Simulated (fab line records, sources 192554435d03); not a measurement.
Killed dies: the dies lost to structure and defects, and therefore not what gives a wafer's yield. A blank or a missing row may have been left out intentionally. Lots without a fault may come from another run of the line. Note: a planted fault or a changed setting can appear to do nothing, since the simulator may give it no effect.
fab line records	flow n5-finfet
[record] lots = 4	wafers = 12	last-day = 17
route steps=1938 shown BEOL_M4@1099 BEOL_M5@1112 BEOL_M6@1239 PASSIVATION@1936
lots with no fault: from the same line, run without faults
start-h: the number of hours between the record's first day and the start of the first shown wafer of the lot	wait-h: how many hours have passed since the lot's step before this one	" unchanged from the row above	L1.1+2: several wafers, shown together as one row	- no value present, or no start provided	* or withheld: withheld	< > ~ a bound
route shown NAME@n: NAME is a module with steps in the file, n the number in the route of the first one	usual: mean and standard deviation over wafers with no fault	same: alike in all rows	chamber/n: place in a boat	sites: each site's reading	_std_site: the values' standard deviation	_edge_site: inner sites' mean taken away from outer sites' mean	radius-mm: for every site, how far away it sits from the centre of the wafer	mask NAME#n: copy n	behind: the most recent tool/chamber to have shaped the wafer	hold: what put the lot on hold/how long, in hours/how the hold closed	device: names the non-switching transistor (n, p or np)	end of line: tests of these same wafers at the route's end	a step without rows: its recipe alone	killed: at the first sort, the dies lost to defects and structure; wafer yield is something else	map: a wafer's dies, marking killed ones x, the rest . and places with no die _
set.NAME: the setting that was run; set.NAME@STEP: the one run at that earlier step	model.NAME: the simulator's own value behind a step, which no gauge read
lots at selected steps of the route; one table per step, one row per wafer
services: a tool's chamber out of use, with start hour (start-h, from the record's first day; less than 0 if before it), hours out, and reason
[[steps]]
[step N5_BEOL_M4_ANNEAL_95]
[recipe] temp-c = 400	time-s = 240	ambient = vacuum
[step N5_BEOL_M4_SPUTTER_96]
[recipe] material = Cu	target-thk-a = 45	temp-c = -20	chamber-pressure-pa = 0.07	power-w = withheld	time-s = 8.29
[step N5_BEOL_M4_ECD_50]
[recipe] material = Cu	target-thk-a = 3000
[step N5_BEOL_M4_ANNEAL_51]
[recipe] temp-c = 225	time-s = 90	ambient = N2
[step N5_BEOL_M4_CMP_52]
[recipe] stop-on = SiOC	t-overpolish-s = 6.8	down-force-psi = 1	platen-rpm = 50	clearing-platen-down-force-psi = 1.5	clearing-platen-rpm = 50	post-cmp-clean = cu-alkaline	target-thk-nm = 40	clearing-platen-pad-velocity-m-s = 0.99484	pad-velocity-m-s = 0.99484
[step N5_BEOL_M4_PRE_CLEAN_60]
[recipe] gas = NH3/H2	time-s = 15	temp-c = *	rf-power-w = 300
[step N5_BEOL_M4_CO_CAP_55]
[recipe] material = Co	target-thk-a = 20	temp-c = 200	precursor = CCTBA/H2	pressure-torr = 30	time-s = 102.1
[step N5_BEOL_M4_PRE_CLEAN_56]
[recipe] gas = NH3	time-s = 15	temp-c = withheld	rf-power-w = 300
[step N5_BEOL_M4_DEP_57]
[recipe] material = SiCN	target-thk-a = 80	temp-c = withheld	precursor = 3MS/NH3	pressure-torr = 3	rf-w = 202	time-s = 14
[step N5_BEOL_M4_RC_MEAS_101]
[usual] DIBL_N = 35.9/2.5	DIBL_P = 36.0/3	IOFF_N = 0.16/0.047	IOFF_P = 0.21/0.047	ION_N = 671/14	ION_P = 460/8.8	SS_N = 71.5/0.73	SS_P = 73.2/0.91	VT_N = 250/4.3	VT_P = -251/3.6
lot.wafer	tool	chamber	start-h	wait-h	DIBL_N[mV/V]	DIBL_P[mV/V]	IOFF_N[nA/um]	IOFF_P[nA/um]	ION_N[uA/um]	ION_P[uA/um]	SS_N[mV/dec]	SS_P[mV/dec]	VT_N[mV]	VT_P[mV]
L407.1	prober-01	0	225.22	0.0	33.0	34.3	0.12	0.19	662	462	71.7	72.3	253	-250
L407.4	"	0	"	"	37.4	38.9	0.21	0.27	684	473	71.8	73.9	244	-244
L407.5	"	0	"	"	33.5	35.2	0.13	0.21	679	472	71.0	72.7	251	-246
L408.2	prober-01	0	242.67	0.2	39.8	39.9	0.20	0.26	689	458	72.1	75.1	247	-251
L408.5	"	0	"	"	36.4	34.6	0.15	0.18	668	457	71.3	73.7	251	-255
L408.6	"	0	"	"	37.8	38.0	0.17	0.21	684	458	71.5	74.1	248	-252
L410.2	prober-02	0	243.29	0.2	33.2	33.3	0.11	0.14	664	455	70.7	71.9	253	-257
L410.3	"	0	"	"	34.4	34.4	0.12	0.16	667	455	72.3	72.7	253	-256
L410.6	"	0	"	"	35.2	35.8	0.14	0.18	665	457	71.1	73.2	250	-253
L418.2	prober-02	0	300.39	0.2	33.6	34.4	0.12	0.19	666	462	71.9	72.9	254	-254
L418.3	"	0	"	"	33.0	31.9	0.10	0.16	639	445	71.5	72.4	259	-256
L418.4	"	0	"	"	32.1	31.8	0.10	0.15	653	457	70.9	71.6	257	-257
[step N5_BEOL_M5_ILD_DEP_00]
[recipe] material = SiCOH_lowk	target-thk-a = 1406.4	temp-c = 300	precursor = DEMS/porogen	pressure-torr = 5	rf-w = 500	time-s = 25.9
[step N5_BEOL_M5_CURE_79]
[recipe] temp-c = 385	time-s = 240	ambient = He/Ar	material = SiCOH_lowk
[step N5_BEOL_M5_PECVD_70]
[recipe] material = SiO2	target-thk-a = 160	temp-c = 400	precursor = TEOS/O2	pressure-torr = 5.5	rf-w = 450	teos-flow-sccm = 53.8	gas = O2	flow-sccm = 3000	time-s = 18
[step N5_BEOL_M5_HM_DEP_02]
[recipe] material = TiN	target-thk-a = 200	temp-c = 25	chamber-pressure-pa = 0.49996
[step N5_BEOL_M5_COAT_59]
[recipe] resist = SOC	temp-c = 250	time-s = 60	spin-rpm = 1500	resist-thk-nm = 60
[step N5_BEOL_M5_COAT_60]
[recipe] resist = SiARC	temp-c = 220	time-s = 60	spin-rpm = 1500	resist-thk-nm = 12
[step N5_BEOL_M5_COAT_71]
[recipe] resist = underlayer	temp-c = 205	time-s = 60	spin-rpm = 1500	resist-thk-nm = 5
[step N5_BEOL_M5_COAT_05]
[recipe] resist = CAR-EUV	spin-rpm = 1500	resist-thk-nm = 30
[step N5_BEOL_M5_EBR_07]
[recipe] solvent = PGMEA	ebr-width-mm = 1.5
[step N5_BEOL_M5_SOFTBAKE_06]
[recipe] temp-c = 110	time-s = 60	resist = CAR-EUV
[step N5_BEOL_M5_EXPOSE_08]
[recipe] mask-id = M5	na = 0.33	source-shape = annular	sigma-inner = 0.4	sigma-outer = 0.8	polarization = unpolarized	target-cd-nm = 28	dose-mj = 35.75
[step N5_BEOL_M5_PEB_09]
[recipe] peb-temp-c = 100	peb-time-s = 60	resist = CAR-EUV
[step N5_BEOL_M5_DEVELOP_10]
[recipe] develop-time-s = 30	developer = TMAH	resist = CAR-EUV	rinse-liquid = surfactant-rinse	dry = air-spin	dev-temp-c = 23
[step N5_BEOL_M5_DESCUM_16]
[recipe] chemistry = O2	time-s = 7	source-power-w = 50	bias-power-w = 20	pressure-mtorr = 20	rf-frequency-hz = 2.712e+07	temp-c = 40	resist = CAR-EUV	o2-flow-sccm = 225
[step N5_BEOL_M5_ETCH_72]
[recipe] chemistry = N2/H2	target = underlayer	target-depth-a = 65	mask-material = CAR-EUV	time-s = 5.2	ion-energy-ev = 200	pressure-mtorr = 30	source-w = 840	bias-w = 150	n2-flow-sccm = 200	h2-flow-sccm = 200	ends = cleared
[step N5_BEOL_M5_ETCH_61]
[recipe] chemistry = CF4	target = SiARC	target-depth-a = 156	mask-material = CAR-EUV	time-s = 26	ion-energy-ev = 80	pressure-mtorr = 40	source-w = 545	bias-w = 36	Ar_flow_sccm = 100	cf4-flow-sccm = 100	ends = cleared
[step N5_BEOL_M5_ETCH_62]
[recipe] chemistry = N2/H2	target = SOC	target-depth-a = 750	overetch-a = 150	mask-material = SiARC	temp-c = 40	time-s = 112.5	ion-energy-ev = 200	pressure-mtorr = 30	source-w = 840	bias-w = 150	n2-flow-sccm = 200	h2-flow-sccm = 200
[step N5_BEOL_M5_STRIP_63]
[recipe] chemistry = N2/H2	temp-c = 40	n2-flow-sccm = 200	h2-flow-sccm = 200	rf-frequency-hz = 6e+07
[step N5_BEOL_M5_STRIP_73]
[recipe] chemistry = N2/H2	temp-c = 40	n2-flow-sccm = 200	h2-flow-sccm = 200	rf-frequency-hz = 6e+07
[step N5_BEOL_M5_STRIP_64]
[recipe] chemistry = CF4	resist = SiARC	power-w = 300	bias-power-w = 75	pressure-mtorr = 50	cf4-flow-sccm = 150	rf-frequency-hz = 6e+07
[step N5_BEOL_M5_HM_OPEN_17]
[recipe] chemistry = Cl2/BCl3	target-depth-a = 200	overetch-a = 60	target = TiN	mask-material = SOC	ion-energy-ev = 150	pressure-mtorr = 10	icp-w = 1000	bias-w = 126	Cl2_flow_sccm = 53.25	bcl3-flow-sccm = 21.75	Ar_flow_sccm = 25
[step N5_BEOL_M5_STRIP_19]
[recipe] chemistry = O2	power-w = 400	temp-c = 40	pressure-mtorr = 30	rf-frequency-hz = 6e+07	bias-power-w = 0	overash-fraction = 0.2	o2-flow-sccm = 225
[step N5_BEOL_M5_COAT_65]
[recipe] resist = SOC	temp-c = 250	time-s = 60	spin-rpm = 1500	resist-thk-nm = 60
[step N5_BEOL_M5_COAT_66]
[recipe] resist = SiARC	temp-c = 220	time-s = 60	spin-rpm = 1500	resist-thk-nm = 12
[step N5_BEOL_M6_TRENCH_ETCH_37]
[recipe] chemistry = C4F6/O2	target-depth-a = 944.35	target = SiCOH_lowk	time-s = 31.5	ion-energy-ev = 250	pressure-mtorr = 30	source-w = 345	bias-w = 185	Ar_flow_sccm = 300	C4F6_flow_sccm = 10	O2_flow_sccm = 10
[usual] C4F6_flow_sccm = 10.00/0.03	O2_flow_sccm = 10.003/0.028	drypump-motor-current-A = 5.6/0.3	oes_ar_750_au = 0.80/0.072	oes-product-au = 0.80/0.074	rf-vpp-V = 667/18	showerhead-plenum-p-Torr = 2.81/0.081	throttle-valve-pct = 20.83/0.24	time-s = 31.5/0
lot.wafer	tool	chamber	start-h	wait-h	C4F6_flow_sccm	O2_flow_sccm	drypump-motor-current-A	oes_ar_750_au	oes-product-au	rf-hours-counter-h	rf-vpp-V	showerhead-plenum-p-Torr	throttle-valve-pct	time-s	model.TiN_of_BEOL_M6_HM_DEP_02.thk-nm
L407.1	rie-diel-03	0	244.99	-	9.99	9.993	5.1	0.97	0.96	2	676	2.93	20.51	31.5	17.6
L407.4	"	2	"	"	9.94	10.019	5.7	0.84	0.84	-	691	2.88	20.78	31.5	17.4
L407.5	"	0	"	"	9.98	10.007	5.1	0.96	0.96	-	676	2.93	20.48	31.5	17.4
L410.2	rie-diel-03	2	262.30	-	-	-	-	-	-	-	-	-	-	-	20.2
L410.3	"	1	"	"	-	-	-	-	-	-	-	-	-	-	20
L410.6	"	2	"	"	-	-	-	-	-	-	-	-	-	-	20
L408.2	rie-diel-02	3	262.72	-	-	-	-	-	-	-	-	-	-	-	19.6
L408.5	"	2	"	"	-	-	-	-	-	-	-	-	-	-	19.6
L408.6	"	1	"	"	-	-	-	-	-	-	-	-	-	-	20
L418.2	rie-diel-02	2	317.76	-	10.03	10.038	5.7	0.92	0.92	9	651	2.76	20.63	31.5	17.2
L418.3	"	3	"	"	10.04	9.921	5.8	0.83	0.85	65	680	2.77	20.91	31.5	17.6
L418.4	"	3	"	"	10.03	9.954	5.7	0.83	0.84	-	678	2.77	20.89	31.5	17.2
[step N5_BEOL_M6_OCD_MEAS_38]
[usual] trench-depth-nm = 93.2/1.9
lot.wafer	tool	chamber	start-h	wait-h	trench-depth-nm
L407.1	ocd-02	-	245.14	-	94.8
L407.4	"	-	"	"	91.0
L407.5	"	-	"	"	95.0
L410.2	ocd-01	-	262.46	-	0
L410.3	"	-	"	"	0.3
L410.6	"	-	"	"	0.1
L408.2	ocd-02	-	262.88	-	0.2
L408.5	"	-	"	"	0.2
L408.6	"	-	"	"	0.2
L418.2	ocd-02	-	317.91	-	94.5
L418.3	"	-	"	"	95.2
L418.4	"	-	"	"	95.4
[step N5_BEOL_M6_CMP_52]
[recipe] stop-on = SiCOH_lowk	t-overpolish-s = 6.9	down-force-psi = 1	platen-rpm = 50	clearing-platen-down-force-psi = 1.5	clearing-platen-rpm = 50	post-cmp-clean = cu-alkaline	target-thk-nm = 80	clearing-platen-pad-velocity-m-s = 0.99484	pad-velocity-m-s = 0.99484
[usual] clearing-platen-down-force-psi = 1.500/0.0033	motor-current-A = 6.2/0.52
lot.wafer	tool	chamber	start-h	wait-h	clearing-platen-down-force-psi	motor-current-A	model.Cu_of_BEOL_M6_ECD_50.thk-nm
L407.1	cmp-01	0	247.97	0.5	1.497	6.4	80
L407.4	"	1	"	"	1.496	6.7	76
L407.5	"	2	"	"	1.499	6.7	83.2
L410.2	cmp-02	1	264.56	0.3	1.496	6.4	0
L410.3	"	2	"	"	1.501	5.5	0.2
L410.6	"	1	"	"	1.496	6.2	0
L408.2	cmp-02	2	265.74	0.2	1.500	5.6	0.2
L408.5	"	2	"	"	1.501	5.5	0.6
L408.6	"	3	"	"	1.502	5.6	3.6
L418.2	cmp-02	2	320.44	0.2	1.500	5.3	79.2
L418.3	"	3	"	"	1.502	6.0	82.8
L418.4	"	0	"	"	1.498	5.5	80.2
[step N5_PASSIVATION_PROBE_49]
[usual] defect-limited-yield = 91.4/1.4	killed_at_M0_to_M3 = 34/8.9	killed_at_M4_up = 13/4.6	killed-at-contacts = 12/5.5	killed-at-front-end = 41/11	killed-at-other = 3.1/2.9	killed-dies = 102/16	killed-on-rim = 13/4.2	killed-open = 66/11	killed-short = 34/7.6	sort_bin_5_function = 5.1/0.89	sort_bin_6_memory = 3.2/0.61	sort_bin_8_speed = 0.02/0.12	sort-n-pass = 1078/16
[same] gross-dies = 1180	killed-at-back-side = 0	sort_bin_4_leakage[%] = 0
lot.wafer	tool	chamber	start-h	wait-h	defect-limited-yield[%]	killed_at_M0_to_M3	killed_at_M4_up	killed-at-contacts	killed-at-front-end	killed-at-other	killed-dies	killed-on-rim	killed-open	killed-short	sort_bin_5_function[%]	sort_bin_6_memory[%]	sort_bin_8_speed[%]	sort-n-pass
L407.1	prober-01	-	326.36	0.0	93.2	30	8	7	34	1	80	10	54	26	4.1	2.7	0	1100
L407.4	prober-01	-	326.51	0.2	89.8	42	5	9	63	1	120	16	76	44	5.2	4.5	0	1060
L407.5	prober-01	-	326.56	0.2	93.1	33	8	8	32	0	81	3	54	27	3.8	3.0	0	1099
L408.2	prober-01	-	346.67	0.1	0	24	1101	23	30	2	1180	152	63	28	96.9	2.6	0	0
L408.5	prober-01	-	346.82	0.2	0	35	1077	14	50	4	1180	152	73	41	95.5	3.6	0	0
L408.6	prober-01	-	346.87	0.3	0	25	1086	12	55	2	1180	152	75	30	96.2	3.5	0	0
L410.2	prober-01	-	354.34	0.1	0	29	1090	17	42	2	1180	152	62	34	96.4	3.0	0	0
L410.3	prober-01	-	354.39	0.1	0	15	1101	12	45	7	1180	152	55	29	97.5	2.1	0	0
L410.6	prober-01	-	354.54	0.3	0	31	1094	14	39	2	1180	152	64	23	97.0	2.9	0	0
L418.2	prober-02	-	405.86	0.1	91.7	44	7	6	38	3	98	12	57	37	4.8	2.7	0.34	1082
L418.3	prober-02	-	405.91	0.1	91.9	41	5	9	40	0	95	13	63	26	4.7	2.7	0.08	1084
L418.4	prober-02	-	405.96	0.2	91.4	38	11	8	41	3	101	12	57	39	4.8	3.2	0	1079
// killed by level:class
L407.1 STI_FIN_REVEAL:geometric-particle:open=10 BEOL_M0_SAQP:geometric-particle:open=9 BEOL_M0_SAQP:geometric-particle:short=7 MOL_CONTACT_COAG:geometric-particle:open=6 BEOL_M2:geometric-particle:open=5 FIN_SAQP:geometric-particle:short=4 DUMMY_GATE:geometric-particle:open=4 FIN_SAQP:geometric-particle:open=3
L407.4 FIN_SAQP:geometric-particle:open=18 STI_FIN_REVEAL:geometric-particle:open=12 BEOL_M2:geometric-particle:open=11 BEOL_M0_SAQP:geometric-particle:short=10 BEOL_M0_SAQP:geometric-particle:open=9 FIN_SAQP:geometric-particle:short=6 MOL_CONTACT_COAG:geometric-particle:open=6 BEOL_M0:geometric-particle:open=6
L407.5 BEOL_M0_SAQP:geometric-particle:short=9 BEOL_M0_SAQP:geometric-particle:open=8 FIN_SAQP:geometric-particle:open=7 MOL_CONTACT_COAG:geometric-particle:open=7 STI_FIN_REVEAL:geometric-particle:open=6 BEOL_M2:geometric-particle:open=5 GATE_CUT:geometric-particle:short=5 BEOL_M4:geometric-particle:open=5
L408.2 BEOL_M6:area-etch=1089 MOL_CONTACT_COAG:geometric-particle:open=19 STI_FIN_REVEAL:geometric-particle:open=7 BEOL_M0_SAQP:geometric-particle:short=7 BEOL_M4:geometric-particle:open=7 FIN_SAQP:geometric-particle:open=5 FIN_SAQP:geometric-particle:short=4 MOL_CONTACT_COAG:geometric-particle:short=4
L408.5 BEOL_M6:area-etch=1060 FIN_SAQP:geometric-particle:open=14 BEOL_M0_SAQP:geometric-particle:open=13 MOL_CONTACT_COAG:geometric-particle:open=12 FIN_SAQP:geometric-particle:short=10 BEOL_M1:geometric-particle:short=7 BEOL_M0_SAQP:geometric-particle:short=5 HKMG_FIN:area-etch=5
L408.6 BEOL_M6:area-etch=1073 FIN_SAQP:geometric-particle:open=15 STI_FIN_REVEAL:geometric-particle:open=13 MOL_CONTACT_COAG:geometric-particle:open=11 FIN_SAQP:geometric-particle:short=9 BEOL_M0_SAQP:geometric-particle:open=8 BEOL_M4:geometric-particle:open=7 BEOL_M0_SAQP:geometric-particle:short=5
L410.2 BEOL_M6:area-etch=1081 MOL_CONTACT_COAG:geometric-particle:open=13 FIN_SAQP:geometric-particle:short=12 BEOL_M2:geometric-particle:open=7 STI_FIN_REVEAL:geometric-particle:open=6 BEOL_M0:geometric-particle:open=6 BEOL_M3:geometric-particle:open=6 FIN_SAQP:geometric-particle:open=5
L410.3 BEOL_M6:area-etch=1095 FIN_SAQP:geometric-particle:open=17 STI_FIN_REVEAL:geometric-particle:open=9 MOL_CONTACT_COAG:geometric-particle:open=9 FIN_SAQP:geometric-particle:short=7 BEOL_M0_SAQP:geometric-particle:short=4 BEOL_M3:geometric-particle:open=4 MOL_CONTACT_COAG:geometric-particle:short=3
L410.6 BEOL_M6:area-etch=1093 STI_FIN_REVEAL:geometric-particle:open=13 BEOL_M3:geometric-particle:open=13 MOL_CONTACT_COAG:geometric-particle:open=12 FIN_SAQP:geometric-particle:open=7 FIN_SAQP:geometric-particle:short=6 BEOL_M0_SAQP:geometric-particle:short=4 BEOL_M0_SAQP:geometric-particle:open=4
L418.2 BEOL_M2:geometric-particle:open=16 FIN_SAQP:geometric-particle:short=7 FIN_SAQP:geometric-particle:open=7 BEOL_M0_SAQP:geometric-particle:short=7 MOL_CONTACT_COAG:geometric-particle:open=6 STARTING-WAFER:geometric-particle:short=6 BEOL_M2:geometric-particle:short=5 BEOL_M0_SAQP:geometric-particle:open=4
L418.3 BEOL_M2:geometric-particle:open=14 BEOL_M0_SAQP:geometric-particle:open=12 STI_FIN_REVEAL:geometric-particle:open=8 BEOL_M0_SAQP:geometric-particle:short=8 MOL_CONTACT_COAG:geometric-particle:open=7 FIN_SAQP:geometric-particle:short=6 HKMG_FIN:area-etch=6 FIN_SAQP:geometric-particle:open=4
L418.4 BEOL_M2:geometric-particle:open=11 FIN_SAQP:geometric-particle:short=8 FIN_SAQP:geometric-particle:open=8 BEOL_M0_SAQP:geometric-particle:short=7 BEOL_M0_SAQP:geometric-particle:open=6 STI_FIN_REVEAL:geometric-particle:open=5 MOL_CONTACT_COAG:geometric-particle:open=5 GATE_CUT:geometric-particle:short=5
// map L408.2 (x killed, . not)
_________________xxxxxxxxxxxx________________
______________xxxxxxxxxxxxxxxxxx_____________
___________xxxxxxxxxxxxxxxxxxxxxxxx__________
__________xxxxxxxxxxxxxxxxxxxxxxxxxx_________
________xxxxxxxxxxxxxxxxxxxxxxxxxxxxxx_______
_______xxxxxxxxxxxxxxxxxxxxxxxxxxxxxxxx______
______xxxxxxxxxxxxxxxxxxxxxxxxxxxxxxxxxx_____
_____xxxxxxxxxxxxxxxxxxxxxxxxxxxxxxxxxxxx____
____xxxxxxxxxxxxxxxxxxxxxxxxxxxxxxxxxxxxxx___
___xxxxxxxxxxxxxxxxxxxxxxxxxxxxxxxxxxxxxxxx__
___xxxxxxxxxxxxxxxxxxxxxxxxxxxxxxxxxxxxxxxx__
__xxxxxxxxxxxxxxxxxxxxxxxxxxxxxxxxxxxxxxxxxx_
__xxxxxxxxxxxxxxxxxxxxxxxxxxxxxxxxxxxxxxxxxx_
_xxxxxxxxxxxxxxxxxxxxxxxxxxxxxxxxxxxxxxxxxxxx
_xxxxxxxxxxxxxxxxxxxxxxxxxxxxxxxxxxxxxxxxxxxx
_xxxxxxxxxxxxxxxxxxxxxxxxxxxxxxxxxxxxxxxxxxxx
_xxxxxxxxxxxxxxxxxxxxxxxxxxxxxxxxxxxxxxxxxxxx
_xxxxxxxxxxxxxxxxxxxxxxxxxxxxxxxxxxxxxxxxxxxx
_xxxxxxxxxxxxxxxxxxxxxxxxxxxxxxxxxxxxxxxxxxxx
_xxxxxxxxxxxxxxxxxxxxxxxxxxxxxxxxxxxxxxxxxxxx
_xxxxxxxxxxxxxxxxxxxxxxxxxxxxxxxxxxxxxxxxxxxx
__xxxxxxxxxxxxxxxxxxxxxxxxxxxxxxxxxxxxxxxxxx_
__xxxxxxxxxxxxxxxxxxxxxxxxxxxxxxxxxxxxxxxxxx_
___xxxxxxxxxxxxxxxxxxxxxxxxxxxxxxxxxxxxxxxx__
___xxxxxxxxxxxxxxxxxxxxxxxxxxxxxxxxxxxxxxxx__
____xxxxxxxxxxxxxxxxxxxxxxxxxxxxxxxxxxxxxx___
_____xxxxxxxxxxxxxxxxxxxxxxxxxxxxxxxxxxxx____
______xxxxxxxxxxxxxxxxxxxxxxxxxxxxxxxxxx_____
_______xxxxxxxxxxxxxxxxxxxxxxxxxxxxxxxx______
________xxxxxxxxxxxxxxxxxxxxxxxxxxxxxx_______
__________xxxxxxxxxxxxxxxxxxxxxxxxxx_________
___________xxxxxxxxxxxxxxxxxxxxxxxx__________
______________xxxxxxxxxxxxxxxxxx_____________
_________________xxxxxxxxxxxx________________
// map L410.2 (x killed, . not)
_________________xxxxxxxxxxxx________________
______________xxxxxxxxxxxxxxxxxx_____________
___________xxxxxxxxxxxxxxxxxxxxxxxx__________
__________xxxxxxxxxxxxxxxxxxxxxxxxxx_________
________xxxxxxxxxxxxxxxxxxxxxxxxxxxxxx_______
_______xxxxxxxxxxxxxxxxxxxxxxxxxxxxxxxx______
______xxxxxxxxxxxxxxxxxxxxxxxxxxxxxxxxxx_____
_____xxxxxxxxxxxxxxxxxxxxxxxxxxxxxxxxxxxx____
____xxxxxxxxxxxxxxxxxxxxxxxxxxxxxxxxxxxxxx___
___xxxxxxxxxxxxxxxxxxxxxxxxxxxxxxxxxxxxxxxx__
___xxxxxxxxxxxxxxxxxxxxxxxxxxxxxxxxxxxxxxxx__
__xxxxxxxxxxxxxxxxxxxxxxxxxxxxxxxxxxxxxxxxxx_
__xxxxxxxxxxxxxxxxxxxxxxxxxxxxxxxxxxxxxxxxxx_
_xxxxxxxxxxxxxxxxxxxxxxxxxxxxxxxxxxxxxxxxxxxx
_xxxxxxxxxxxxxxxxxxxxxxxxxxxxxxxxxxxxxxxxxxxx
_xxxxxxxxxxxxxxxxxxxxxxxxxxxxxxxxxxxxxxxxxxxx
_xxxxxxxxxxxxxxxxxxxxxxxxxxxxxxxxxxxxxxxxxxxx
_xxxxxxxxxxxxxxxxxxxxxxxxxxxxxxxxxxxxxxxxxxxx
_xxxxxxxxxxxxxxxxxxxxxxxxxxxxxxxxxxxxxxxxxxxx
_xxxxxxxxxxxxxxxxxxxxxxxxxxxxxxxxxxxxxxxxxxxx
_xxxxxxxxxxxxxxxxxxxxxxxxxxxxxxxxxxxxxxxxxxxx
__xxxxxxxxxxxxxxxxxxxxxxxxxxxxxxxxxxxxxxxxxx_
__xxxxxxxxxxxxxxxxxxxxxxxxxxxxxxxxxxxxxxxxxx_
___xxxxxxxxxxxxxxxxxxxxxxxxxxxxxxxxxxxxxxxx__
___xxxxxxxxxxxxxxxxxxxxxxxxxxxxxxxxxxxxxxxx__
____xxxxxxxxxxxxxxxxxxxxxxxxxxxxxxxxxxxxxx___
_____xxxxxxxxxxxxxxxxxxxxxxxxxxxxxxxxxxxx____
______xxxxxxxxxxxxxxxxxxxxxxxxxxxxxxxxxx_____
_______xxxxxxxxxxxxxxxxxxxxxxxxxxxxxxxx______
________xxxxxxxxxxxxxxxxxxxxxxxxxxxxxx_______
__________xxxxxxxxxxxxxxxxxxxxxxxxxx_________
___________xxxxxxxxxxxxxxxxxxxxxxxx__________
______________xxxxxxxxxxxxxxxxxx_____________
_________________xxxxxxxxxxxx________________
[[services]]
tool	chamber	start-h	hours	kind
cmp-01	-	223.68	0.3	repair
rie-diel-02	-	223.96	2.3	repair
cmp-01	-	224.48	-	consumable-replace:conditioner
cmp-01	-	224.48	-	consumable-replace:pad
rie-diel-03	2	228.06	8.4	repair
cmp-02	-	244.64	4.0	pm
rie-diel-02	0	246.25	4.4	repair
cmp-02	-	248.64	-	consumable-replace:conditioner
cmp-02	-	248.64	-	consumable-replace:pad
cmp-01	-	272.34	2.0	repair
rie-diel-02	2	277.61	-	clean
rie-diel-02	2	277.61	-	consumable-replace:focus-ring
rie-diel-02	2	277.61	20.2	scheduled-down
rie-diel-02	2	277.61	20.2	vent-cycle
cmp-02	-	277.85	2.9	repair
cmp-02	-	290.07	2.5	repair
rie-diel-02	0	300.60	-	clean
rie-diel-02	0	300.60	-	consumable-replace:focus-ring
rie-diel-02	0	300.60	-	consumable-replace:showerhead
rie-diel-02	0	300.60	20.6	scheduled-down
rie-diel-02	0	300.60	20.6	vent-cycle
cmp-01	-	307.40	6.7	repair
rie-diel-03	-	308.90	0.2	repair
[[key]]
[first-sign] step = N5_BEOL_M6_TRENCH_ETCH_37	reading = tool-record	direction = missing
[effect] step = N5_BEOL_M6_OCD_MEAS_38	reading = trench-depth-nm	direction = down	sigmas = 50	usual = 93.2	struck = 0.2
[effect] step = N5_PASSIVATION_PROBE_49	reading = killed_at_M4_up	direction = up	sigmas = 99+	usual = 13	struck = 1092
[model-effect] step = N5_BEOL_M6_TRENCH_ETCH_37	value = TiN_of_BEOL_M6_HM_DEP_02.thk-nm	without = 17.17	struck = 19.9
[model-effect] step = N5_BEOL_M6_CMP_52	value = Cu_of_BEOL_M6_ECD_50.thk-nm	without = 79.57	struck = 0.7667
[more-kills-born-at] N5_BEOL_M6_TRENCH_ETCH_37@rie-diel-03 = 3269	N5_BEOL_M6_TRENCH_ETCH_37@rie-diel-02 = 3222
met-at N5_BEOL_M6_TRENCH_ETCH_37
struck-wafers L408.2,L408.5,L408.6,L410.2,L410.3,L410.6
later-rows-left-out L408.2,L408.5,L408.6,L410.2,L410.3,L410.6
onset-between 244.99 262.30
[fault] kind = skipped-step-whole	tool = rie-diel-02,rie-diel-03	chamber = -	onset-h = 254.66	steps = N5_BEOL_M6_TRENCH_ETCH_37	scope = struck-lots-only
// later-rows-left-out: the simulator's readings of these wafers behind a module that went badly wrong aren't trusted and aren't shown, but for the sort
